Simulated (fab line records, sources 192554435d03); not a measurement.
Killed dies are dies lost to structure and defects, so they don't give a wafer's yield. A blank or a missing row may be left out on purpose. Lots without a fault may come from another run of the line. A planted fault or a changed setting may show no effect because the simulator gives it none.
Chamber matching | flow n5_finfet | N5_BEOL_M1_ETCH_77 on rie_diel-05: 4 sister chambers
The step etches underlayer in N2/H2, target depth 6.5 nm, time 5.2 s. 4 wafers are shown with their chamber, then 10 later ones without.

WAFERS WITH THEIR CHAMBER
wafer  | chamber | throttle_valve_pct (%)
L083.5 | 3       | 17.85
L085.6 | 0       | 17.48
L087.1 | 1       | 17.49
L087.2 | 2       | 18.08

WAFERS WITHOUT THEIR CHAMBER
wafer  | throttle_valve_pct (%)
L087.5 | 17.92
L089.1 | 17.52
L089.2 | 17.90
L089.6 | 17.52
L090.1 | 17.52
L090.4 | 17.47
L090.5 | 17.86
L096.3 | 17.51
L096.4 | 17.50
L096.5 | 18.12

WHICH CHAMBER EACH WENT THROUGH
wafer  | from the rows above     | in truth
L087.5 | 3                       | 3
L089.1 | can't be placed: 1 or 0 | 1
L089.2 | 3                       | 3
L089.6 | can't be placed: 1 or 0 | 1
L090.1 | can't be placed: 1 or 0 | 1
L090.4 | can't be placed: 0 or 1 | 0
L090.5 | 3                       | 3
L096.3 | can't be placed: 1 or 0 | 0
L096.4 | can't be placed: 1 or 0 | 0
L096.5 | 2                       | 2
Placed correctly: 4 of 10. Can't be placed from these rows: 6 (the true chamber is among the candidates in 6). Placed wrongly: 0.
How it was worked out, from the rows above alone: a wafer's distance from a chamber is the root of the sum, over the readings, of the square of ((its reading less the chamber's mean) divided by the reading's scatter). The wafer belongs to the nearest chamber; if the next one is less than 2 further off, it can't be placed. A chamber's mean is the mean of its shown wafers. The scatter: with one shown wafer a chamber, the root of the mean of the squares of how far each hidden wafer lies from its nearest shown one.
